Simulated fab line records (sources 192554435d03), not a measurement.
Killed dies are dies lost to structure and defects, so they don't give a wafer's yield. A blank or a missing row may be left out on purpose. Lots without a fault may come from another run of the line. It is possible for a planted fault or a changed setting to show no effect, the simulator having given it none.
fab line records    flow n5_finfet    part 1 of 2: steps 1 to 21 of 35
record: lots: 5  wafers: 15  last_day: 18
route steps=1938 shown BEOL_M15@1830 PASS1_DEP@1831 MIM_BOT@1832 MIM_TOP@1834 MIM_TOP_LITHO@1839 MIM_TOP_ETCH@1851 MIM_BOT_LITHO@1854
lots that met no fault: from a run of the same line without faults
start_h: the number of hours between the record's first day and the start of the first shown wafer of the lot    wait_h: hours elapsed since this lot's preceding step    " same as the row above    L1.1+2: several wafers, shown together as one row    - value missing, or start not given    * or withheld: withheld    < > ~ a bound
route shown NAME@n: a module of which the file shows steps, and the number in the route of the first    usual: mean/standard deviation taken from wafers without a fault    same: alike in all rows    chamber/n: place in a boat    sites: each site's reading    _std_site: the standard deviation of these    _edge_site: outer sites' mean less inner sites'    radius_mm: how far each site lies from the wafer's centre    mask NAME#n: copy n    behind: the most recent tool/chamber to have shaped the wafer    hold: cause of the lot's hold/its duration in hours/its outcome    device: which transistor (n, p or np) failed to switch    end of line: tests of these same wafers at the route's end    a step with no rows: only its recipe    killed: not the wafer's yield, but the dies lost to structure and defects at the first sort    map: the dies of a wafer, with x for killed, . for not killed, _ for no die there
set.NAME: the run value of the setting; set.NAME@STEP: its run value at that earlier step    model.NAME: the simulator's own value behind a step, which no gauge read
lots at selected steps of the route; one table per step, one row per wafer
services: the hour from which a tool's chamber was out of use, counted from the record's first day as start_h (under 0 if before that day), plus the number of hours and why
== steps ==
step: N5_BEOL_M15_RC_MEAS_101
usual: COMB_M10: 1.5e-11/3.1e-12  COMB_M11: 1.5e-11/3.1e-12  COMB_M12: 7e-12/1.3e-12  COMB_M13: 5.5e-12/1e-12  COMB_M14: 4.1e-12/7.1e-13  COMB_M15: 3.2e-12/5.9e-13  COMB_M5: 3.7e-11/7.8e-12  COMB_M6: 2.6e-11/5.1e-12  COMB_M7: 2.5e-11/5.4e-12  COMB_M8: 2.7e-11/5.7e-12  COMB_M9: 1.5e-11/3e-12  SERP_M10: 3.07/0.091  SERP_M11: 3.10/0.076  SERP_M12: 0.632/0.016  SERP_M12_max_site: 0.645/0.016  SERP_M13: 0.310/0.0062  SERP_M14: 0.159/0.0051  SERP_M5: 38.9/1.7  SERP_M6: 13.7/0.57  SERP_M7: 14.0/0.52  SERP_M8: 13.6/0.59  SERP_M9: 3.08/0.082
lot.wafer  tool       chamber  start_h  wait_h  COMB_M10[S/m]  COMB_M11[S/m]  COMB_M12[S/m]  COMB_M13[S/m]  COMB_M14[S/m]  COMB_M15[S/m]  COMB_M5[S/m]  COMB_M6[S/m]  COMB_M7[S/m]  COMB_M8[S/m]  COMB_M9[S/m]  SERP_M10[ohm/um]  SERP_M11[ohm/um]  SERP_M12[ohm/um]  SERP_M12_max_site[ohm/um]  SERP_M13[ohm/um]  SERP_M14[ohm/um]  SERP_M5[ohm/um]  SERP_M6[ohm/um]  SERP_M7[ohm/um]  SERP_M8[ohm/um]  SERP_M9[ohm/um]
L080.1     prober-01  0        309.33   0.0     1.8e-11        1.6e-11        8e-12          6.8e-12        3.6e-12        3e-12          3.1e-11       2.9e-11       2.5e-11       2e-11         1.3e-11       3.11              3.00              0.635             0.650                      0.308             0.158             38.5             14.8             14.2             14.1             3.11
L080.3     "          0        "        "       1.6e-11        1.3e-11        6.3e-12        5.1e-12        4.3e-12        3.8e-12        2.7e-11       1.9e-11       2.5e-11       3.1e-11       1.3e-11       3.04              3.17              0.651             0.663                      0.305             0.163             39.9             14.2             14.2             12.6             3.03
L080.6     "          0        "        "       1.7e-11        1.4e-11        5.2e-12        5.2e-12        4.5e-12        2.9e-12        4.2e-11       2e-11         2.7e-11       2.3e-11       9e-12         3.03              3.19              0.671             0.691                      0.310             0.155             36.5             13.6             14.4             13.9             3.03
L085.1     prober-02  0        334.99   0.0     1.1e-11        1.9e-11        6.9e-12        5.3e-12        4e-12          2.4e-12        4.1e-11       3.6e-11       2.5e-11       2.5e-11       1.3e-11       3.20              3.09              0.623             0.629                      0.315             0.165             39.1             14.3             14.5             13.6             3.05
L085.2     "          0        "        "       1.1e-11        1.7e-11        8.2e-12        5e-12          3e-12          3e-12          5.4e-11       3e-11         2.5e-11       2.1e-11       1.2e-11       3.15              3.02              0.646             0.654                      0.314             0.159             37.8             13.7             14.8             14.7             3.11
L085.4     "          0        "        "       1.2e-11        1.5e-11        6.5e-12        4.9e-12        3.3e-12        3.3e-12        4.7e-11       2.2e-11       3.1e-11       2.8e-11       1.3e-11       3.28              3.12              0.628             0.642                      0.306             0.164             39.1             13.3             14.3             13.5             2.97
L092.1     prober-01  0        386.04   0.0     1.2e-11        1.4e-11        5.8e-12        5.3e-12        3.9e-12        3e-12          3.5e-11       2.2e-11       2.2e-11       3.3e-11       2e-11         3.09              3.14              0.604             0.621                      0.307             0.164             37.1             13.8             14.2             13.5             2.93
L092.2     "          0        "        "       1.1e-11        1.6e-11        6.1e-12        5.8e-12        4.5e-12        3e-12          4.5e-11       2.9e-11       2.1e-11       2.9e-11       1.9e-11       3.18              3.10              0.646             0.659                      0.308             0.160             39.3             13.3             14.1             13.9             3.12
L092.5     "          0        "        "       1.2e-11        1.4e-11        7.4e-12        6e-12          4.5e-12        3e-12          2.8e-11       2.3e-11       3.4e-11       2.2e-11       1.2e-11       3.26              3.06              0.606             0.612                      0.308             0.161             38.6             12.6             14.3             12.8             3.00
L094.2     prober-02  0        398.54   0.2     1.6e-11        1.5e-11        4.8e-12        5e-12          3.7e-12        3.7e-12        3.8e-11       2.4e-11       2.1e-11       2.2e-11       1.3e-11       3.00              3.08              0.646             0.658                      0.308             0.157             37.6             12.8             14.1             13.9             3.15
L094.3     "          0        "        "       1.1e-11        1.1e-11        5e-12          5.3e-12        4.1e-12        2.7e-12        3.5e-11       2.3e-11       1.7e-11       2.3e-11       1.5e-11       3.03              3.07              0.622             0.639                      0.309             0.166             37.9             14.1             13.9             13.7             3.02
L094.4     "          0        "        "       1e-11          1.3e-11        4.8e-12        5.4e-12        3.2e-12        2.7e-12        4.7e-11       3e-11         1.8e-11       2.7e-11       8e-12         3.14              3.19              0.625             0.635                      0.308             0.156             39.0             13.9             13.9             14.5             3.11
L096.2     prober-02  0        407.40   0.2     1.4e-11        1.4e-11        7.4e-12        4.4e-12        4.3e-12        2.5e-12        4.1e-11       3.4e-11       2.5e-11       2.3e-11       2e-11         3.07              2.96              0.622             0.645                      0.305             0.164             36.8             13.4             13.9             13.3             3.16
L096.3     "          0        "        "       1.2e-11        1.9e-11        5.4e-12        5.2e-12        2.7e-12        3e-12          3.2e-11       2.9e-11       2.6e-11       2.9e-11       1.5e-11       3.12              3.00              0.653             0.661                      0.319             0.153             38.6             14.6             14.0             13.0             3.12
L096.4     "          0        "        "       1.5e-11        1.3e-11        5e-12          4.1e-12        4.7e-12        2.8e-12        3.4e-11       1.3e-11       2.4e-11       2.1e-11       1.5e-11       3.00              3.10              0.657             0.663                      0.305             0.152             40.8             13.4             13.9             13.1             3.15
step: N5_PASSIVATION_PECVD_00
recipe: material: SiO2  target_thk_a: 2000  temp_c: 400  precursor: SiH4/N2O  pressure_torr: 2.7  rf_w: 608  time_s: 11.2
usual: heater_power_w: 634/110  showerhead_plenum_p_Torr: 8.16/0.1  throttle_valve_pct: 52/3.9
lot.wafer  tool      chamber  start_h  wait_h  heater_power_w  showerhead_plenum_p_Torr  throttle_valve_pct
L080.1     pecvd-01  1        310.29   0.8     689             8.04                      61
L080.3     "         0        "        "       578             8.03                      51
L080.6     "         1        "        "       686             8.04                      61
L085.1     pecvd-01  0        335.95   0.8     659             8.03                      51
L085.2     "         2        "        "       609             8.35                      52
L085.4     "         2        "        "       628             8.33                      52
L092.1     pecvd-01  2        387.00   0.8     561             8.33                      52
L092.2     "         1        "        "       695             8.04                      60
L092.5     "         1        "        "       703             8.06                      61
L094.2     pecvd-01  1        399.35   0.7     653             8.05                      61
L094.3     "         2        "        "       675             8.33                      52
L094.4     "         1        "        "       647             8.06                      61
L096.2     pecvd-03  1        408.20   0.7     444             8.12                      50
L096.3     "         2        "        "       495             8.26                      49
L096.4     "         1        "        "       462             8.12                      50
step: N5_MIM_BOT_DEGAS_01
recipe: ambient: vacuum  temp_c: 300  time_s: 60
usual: heater_power_w: 458/48
lot.wafer  tool            chamber  start_h  wait_h  heater_power_w
L080.1     pvd_sputter-02  -        311.24   0.9     417
L080.3     "               -        "        "       412
L080.6     "               -        "        "       423
L085.1     pvd_sputter-02  -        337.40   1.4     425
L085.2     "               -        "        "       406
L085.4     "               -        "        "       405
L092.1     pvd_sputter-01  -        387.37   0.4     521
L092.2     "               -        "        "       442
L092.5     "               -        "        "       413
L094.2     pvd_sputter-02  -        400.08   0.7     410
L094.3     "               -        "        "       436
L094.4     "               -        "        "       597
L096.2     pvd_sputter-02  -        411.48   3.3     603
L096.3     "               -        "        "       431
L096.4     "               -        "        "       403
step: N5_MIM_BOT_SPUTTER_00
recipe: material: TiN  target_thk_a: 350  temp_c: 200  power_w: 3000  chamber_pressure_pa: 0.49996  gas: Ar  reactive_partial_pa: 0.37997  time_s: 89.7
usual: substrate_temp_c: 200.00/0.17  throttle_valve_pct: 30.4/1.2
lot.wafer  tool            chamber  start_h  wait_h  substrate_temp_c  throttle_valve_pct
L080.1     pvd_sputter-02  -        311.28   0.0     199.95            29.0
L080.3     "               -        "        "       199.85            30.8
L080.6     "               -        "        "       200.02            28.9
L085.1     pvd_sputter-02  -        337.44   0.0     200.24            29.0
L085.2     "               -        "        "       199.65            30.9
L085.4     "               -        "        "       199.89            30.6
L092.1     pvd_sputter-01  -        387.41   0.0     200.41            31.5
L092.2     "               -        "        "       199.93            30.2
L092.5     "               -        "        "       199.97            28.3
L094.2     pvd_sputter-02  -        400.12   0.0     199.79            30.7
L094.3     "               -        "        "       200.10            30.3
L094.4     "               -        "        "       199.82            30.6
L096.2     pvd_sputter-02  -        411.52   0.0     200.03            30.6
L096.3     "               -        "        "       200.26            29.1
L096.4     "               -        "        "       199.87            30.9
step: N5_MIM_TOP_ALD_00
recipe: material: Al2O3  target_thk_a: *  temp_c: withheld  ald_precursor_family: TMA  ald_co_reactant: O3  pulse_time_s: withheld  purge_time_s: 3  co_reactant_purge_time_s: withheld  co_reactant_pulse_time_s: 3  ald_cycles: withheld
usual: precursor_pulse_height_rel: 1.000/0.02
lot.wafer  tool       chamber  start_h  wait_h  precursor_pulse_height_rel
L080.1     ald_hk-01  2        311.38   0.1     0.989
L080.3     "          3        "        "       1.008
L080.6     "          1        "        "       0.972
L085.1     ald_hk-01  2        337.54   0.1     1.001
L085.2     "          3        "        "       1.004
L085.4     "          0        "        "       1.009
L092.1     ald_hk-01  1        387.51   0.1     0.996
L092.2     "          2        "        "       1.005
L092.5     "          0        "        "       1.003
L094.2     ald_hk-02  0        400.22   0.1     1.015
L094.3     "          1        "        "       0.995
L094.4     "          3        "        "       1.007
L096.2     ald_hk-01  1        411.63   0.1     1.013
L096.3     "          3        "        "       0.975
L096.4     "          0        "        "       1.019
step: N5_MIM_TOP_ALD_01
recipe: material: HfO2  target_thk_a: 56  temp_c: withheld  ald_precursor_family: Hf-amide  ald_co_reactant: O3  pulse_time_s: 1  purge_time_s: 3  co_reactant_purge_time_s: 2  co_reactant_pulse_time_s: 3  ald_cycles: 62
usual: precursor_pulse_height_rel: 1.002/0.019
lot.wafer  tool       chamber  start_h  wait_h  precursor_pulse_height_rel
L080.1     ald_hk-01  2        -        -       0.989
L080.3     "          3        "        "       1.009
L080.6     "          1        "        "       1.020
L085.1     ald_hk-01  2        -        -       0.990
L085.2     "          3        "        "       0.989
L085.4     "          0        "        "       0.992
L092.1     ald_hk-01  1        -        -       1.034
L092.2     "          2        "        "       1.025
L092.5     "          0        "        "       0.971
L094.2     ald_hk-02  0        -        -       0.985
L094.3     "          1        "        "       1.014
L094.4     "          3        "        "       0.999
L096.2     ald_hk-01  1        -        -       0.995
L096.3     "          3        "        "       0.993
L096.4     "          0        "        "       1.009
step: N5_MIM_TOP_ALD_02
recipe: material: Al2O3  target_thk_a: *  temp_c: withheld  ald_precursor_family: TMA  ald_co_reactant: O3  pulse_time_s: withheld  purge_time_s: 3  co_reactant_purge_time_s: withheld  co_reactant_pulse_time_s: 3  ald_cycles: withheld
usual: precursor_pulse_height_rel: 0.998/0.018
lot.wafer  tool       chamber  start_h  wait_h  precursor_pulse_height_rel
L080.1     ald_hk-01  2        -        -       1.012
L080.3     "          3        "        "       1.002
L080.6     "          1        "        "       1.008
L085.1     ald_hk-01  2        -        -       1.007
L085.2     "          3        "        "       1.015
L085.4     "          0        "        "       0.960
L092.1     ald_hk-01  1        -        -       0.982
L092.2     "          2        "        "       1.020
L092.5     "          0        "        "       0.980
L094.2     ald_hk-02  0        -        -       0.996
L094.3     "          1        "        "       0.995
L094.4     "          3        "        "       0.986
L096.2     ald_hk-01  1        -        -       1.008
L096.3     "          3        "        "       0.986
L096.4     "          0        "        "       0.982
step: N5_MIM_TOP_DEGAS_04
recipe: ambient: vacuum  temp_c: 300  time_s: 60
usual: heater_power_w: 457/53
lot.wafer  tool            chamber  start_h  wait_h  heater_power_w
L080.1     pvd_sputter-02  -        311.88   -       600
L080.3     "               -        "        "       424
L080.6     "               -        "        "       414
L085.1     pvd_sputter-02  -        338.36   -       433
L085.2     "               -        "        "       422
L085.4     "               -        "        "       402
L092.1     pvd_sputter-01  -        388.59   -       418
L092.2     "               -        "        "       448
L092.5     "               -        "        "       450
L094.2     pvd_sputter-02  -        401.04   -       396
L094.3     "               -        "        "       431
L094.4     "               -        "        "       589
L096.2     pvd_sputter-03  -        412.54   -       541
L096.3     "               -        "        "       491
L096.4     "               -        "        "       384
step: N5_MIM_TOP_SPUTTER_03
recipe: material: TiN  target_thk_a: 350  temp_c: 200  power_w: 3000  chamber_pressure_pa: 0.49996  gas: Ar  reactive_partial_pa: 0.37997  time_s: 89.7
usual: substrate_temp_c: 200.00/0.17  throttle_valve_pct: 30.2/1.3
lot.wafer  tool            chamber  start_h  wait_h  substrate_temp_c  throttle_valve_pct
L080.1     pvd_sputter-02  -        311.92   0.0     199.94            31.0
L080.3     "               -        "        "       199.83            28.9
L080.6     "               -        "        "       200.16            28.8
L085.1     pvd_sputter-02  -        338.40   0.0     200.11            30.5
L085.2     "               -        "        "       199.96            30.6
L085.4     "               -        "        "       199.93            31.2
L092.1     pvd_sputter-01  -        388.63   0.0     200.17            28.6
L092.2     "               -        "        "       199.98            31.8
L092.5     "               -        "        "       199.97            30.2
L094.2     pvd_sputter-02  -        401.08   0.0     200.11            30.8
L094.3     "               -        "        "       199.80            28.8
L094.4     "               -        "        "       200.16            30.8
L096.2     pvd_sputter-03  -        412.58   0.0     200.30            29.0
L096.3     "               -        "        "       199.92            32.3
L096.4     "               -        "        "       200.09            31.6
step: N5_MIM_TOP_LITHO_HMDS_01
recipe: time_s: 60  temp_c: 120
lot.wafer   tool            chamber  start_h  wait_h
L080.1+3+6  litho_track-02  0        312.03   0.1
L085.1+2+4  litho_track-02  0        338.50   0.1
L092.1+2+5  litho_track-03  0        388.74   0.1
L094.2+3+4  litho_track-03  0        401.19   0.1
L096.2+3+4  litho_track-02  0        412.69   0.1
step: N5_MIM_TOP_LITHO_COAT_02
recipe: spin_rpm: *  resist_thk_nm: *
lot.wafer   tool            chamber  start_h  wait_h
L080.1+3+6  litho_track-02  0        -        -
L085.1+2+4  litho_track-02  0        -        -
L092.1+2+5  litho_track-03  0        -        -
L094.2+3+4  litho_track-03  0        -        -
L096.2+3+4  litho_track-02  0        -        -
step: N5_MIM_TOP_LITHO_EBR_04
recipe: solvent: PGMEA  ebr_width_mm: 1.5
lot.wafer   tool            chamber  start_h  wait_h
L080.1+3+6  litho_track-02  0        -        -
L085.1+2+4  litho_track-02  0        -        -
L092.1+2+5  litho_track-03  0        -        -
L094.2+3+4  litho_track-03  0        -        -
L096.2+3+4  litho_track-02  0        -        -
step: N5_MIM_TOP_LITHO_SOFTBAKE_03
recipe: temp_c: 100  time_s: 90
lot.wafer   tool            chamber  start_h  wait_h
L080.1+3+6  litho_track-02  0        -        -
L085.1+2+4  litho_track-02  0        -        -
L092.1+2+5  litho_track-03  0        -        -
L094.2+3+4  litho_track-03  0        -        -
L096.2+3+4  litho_track-02  0        -        -
step: N5_MIM_TOP_LITHO_EXPOSE_05
recipe: mask_id: MIM_TOP  na: 0.55  source_shape: conventional  sigma_outer: 0.8  polarization: unpolarized  target_cd_nm: 2000  dose_mj: 20.5
lot.wafer   tool            chamber  start_h  wait_h  mask
L080.1+3+6  krf_scanner-02  0        312.13   -       MIM_TOP#0
L085.1+2+4  krf_scanner-02  0        338.61   -       MIM_TOP#0
L092.1+2+5  krf_scanner-01  0        388.85   -       MIM_TOP#0
L094.2+3+4  krf_scanner-01  0        401.30   -       MIM_TOP#0
L096.2+3+4  krf_scanner-01  0        412.80   -       MIM_TOP#0
step: N5_MIM_TOP_LITHO_PEB_06
recipe: peb_temp_c: withheld  peb_time_s: *
lot.wafer   tool            chamber  start_h  wait_h
L080.1+3+6  litho_track-02  0        312.19   0.1
L085.1+2+4  litho_track-02  0        338.67   0.1
L092.1+2+5  litho_track-02  0        388.90   0.1
L094.2+3+4  litho_track-03  0        401.35   0.0
L096.2+3+4  litho_track-03  0        412.85   0.0
step: N5_MIM_TOP_LITHO_DEVELOP_07
recipe: develop_time_s: 60  rinse_liquid: diw  dry: air_spin  dev_temp_c: 21
lot.wafer   tool            chamber  start_h  wait_h
L080.1+3+6  litho_track-02  0        -        -
L085.1+2+4  litho_track-02  0        -        -
L092.1+2+5  litho_track-02  0        -        -
L094.2+3+4  litho_track-03  0        -        -
L096.2+3+4  litho_track-03  0        -        -
step: N5_MIM_TOP_LITHO_HARDBAKE_09
recipe: temp_c: 130  time_s: 120
lot.wafer   tool            chamber  start_h  wait_h
L080.1+3+6  litho_track-02  0        -        -
L085.1+2+4  litho_track-02  0        -        -
L092.1+2+5  litho_track-02  0        -        -
L094.2+3+4  litho_track-03  0        -        -
L096.2+3+4  litho_track-03  0        -        -
step: N5_MIM_TOP_LITHO_CD_MEAS_08
recipe: target_cd_nm: 2000  landing_energy_ev: 500  detector: se_inlens
usual: cd_nm: 2001.0/2
lot.wafer  tool       chamber  start_h  wait_h  cd_nm
L080.1     cd_sem-01  0        312.31   -       1999.7
L080.3     "          0        "        "       1997.2
L080.6     "          0        "        "       2001.6
L085.1     cd_sem-02  0        338.79   -       2001.8
L085.2     "          0        "        "       2000.7
L085.4     "          0        "        "       2004.2
L092.1     cd_sem-01  0        389.02   -       2001.3
L092.2     "          0        "        "       1999.3
L092.5     "          0        "        "       1997.8
L094.2     cd_sem-02  0        401.47   -       1999.4
L094.3     "          0        "        "       2003.6
L094.4     "          0        "        "       1999.3
L096.2     cd_sem-02  0        412.97   -       1999.8
L096.3     "          0        "        "       1998.0
L096.4     "          0        "        "       1997.4
step: N5_MIM_TOP_LITHO_OVL_MEAS_11
recipe: points_per_wafer: 44
usual: MIM_TOP_OVL: 0/5.7
lot.wafer  tool        chamber  start_h  wait_h  MIM_TOP_OVL[nm]
L080.1     overlay-01  0        312.34   0.0     -7
L080.3     "           0        "        "       -4
L080.6     "           0        "        "       -2
L085.1     overlay-01  0        338.82   0.0     5
L085.2     "           0        "        "       4
L085.4     "           0        "        "       5
L092.1     overlay-01  0        389.05   0.0     1
L092.2     "           0        "        "       -7
L092.5     "           0        "        "       -4
L094.2     overlay-01  0        401.50   0.0     -4
L094.3     "           0        "        "       -2
L094.4     "           0        "        "       -12
L096.2     overlay-01  0        413.00   0.0     -4
L096.3     "           0        "        "       2
L096.4     "           0        "        "       1
step: N5_MIM_TOP_LITHO_INSPECT_12
recipe: mode: adi  inspect_instrument: macro
usual: raw_defect_count: 2.0/1.4
lot.wafer  tool               chamber  start_h  wait_h  raw_defect_count
L080.1     defect_inspect-01  -        312.36   0.0     0
L080.3     "                  -        "        "       2
L080.6     "                  -        "        "       4
L085.1     defect_inspect-02  -        338.84   0.0     4
L085.2     "                  -        "        "       1
L085.4     "                  -        "        "       1
L092.1     defect_inspect-01  -        389.08   0.0     3
L092.2     "                  -        "        "       1
L092.5     "                  -        "        "       2
L094.2     defect_inspect-01  -        401.53   0.0     2
L094.3     "                  -        "        "       3
L094.4     "                  -        "        "       2
L096.2     defect_inspect-01  -        413.03   0.0     3
L096.3     "                  -        "        "       3
L096.4     "                  -        "        "       4
step: N5_MIM_TOP_LITHO_DESCUM_10
recipe: chemistry: O2  time_s: 7.9  source_power_w: 50  bias_power_w: 20  pressure_mtorr: 20  rf_frequency_hz: 2.712e+07  temp_c: 40  o2_flow_sccm: 225
usual: drypump_motor_current_A: 5.7/0.53  oes_product_au: 0.81/0.083  rf_vpp_V: 243.6/1.3  showerhead_plenum_p_Torr: 2.13/0.067  throttle_valve_pct: 20.36/0.28
lot.wafer  tool         chamber  start_h  wait_h  drypump_motor_current_A  oes_product_au  rf_hours_counter_h  rf_vpp_V  showerhead_plenum_p_Torr  throttle_valve_pct
L080.1     rie_diel-01  2        312.40   0.0     5.2                      0.78            110                 242.6     2.17                      20.16
L080.3     "            3        "        "       6.6                      0.86            42                  243.8     2.13                      20.22
L080.6     "            2        "        "       5.2                      0.79            -                   244.3     2.17                      20.14
L085.1     rie_diel-03  2        338.90   0.1     5.0                      0.76            136                 242.4     2.11                      20.83
L085.2     "            1        "        "       5.5                      0.67            242                 243.7     2.15                      20.57
L085.4     "            3        "        "       5.9                      0.75            162                 242.8     2.02                      20.67
L092.1     rie_diel-06  0        389.13   0.1     5.7                      0.90            34                  243.4     2.14                      20.21
L092.2     "            1        "        "       6.6                      0.95            19                  244.2     2.16                      20.32
L092.5     "            1        "        "       6.6                      0.95            -                   244.2     2.16                      20.32
L094.2     rie_diel-01  1        401.56   0.0     5.8                      0.87            65                  244.5     2.20                      19.97
L094.3     "            2        "        "       5.2                      0.76            142                 245.7     2.16                      20.20
L094.4     "            0        "        "       6.3                      0.71            199                 244.6     2.16                      20.37
L096.2     rie_diel-01  1        413.06   0.0     5.8                      0.88            67                  245.4     2.20                      19.96
L096.3     "            3        "        "       6.6                      0.81            75                  243.9     2.12                      20.25
L096.4     "            2        "        "       5.2                      0.76            144                 244.3     2.16                      20.21
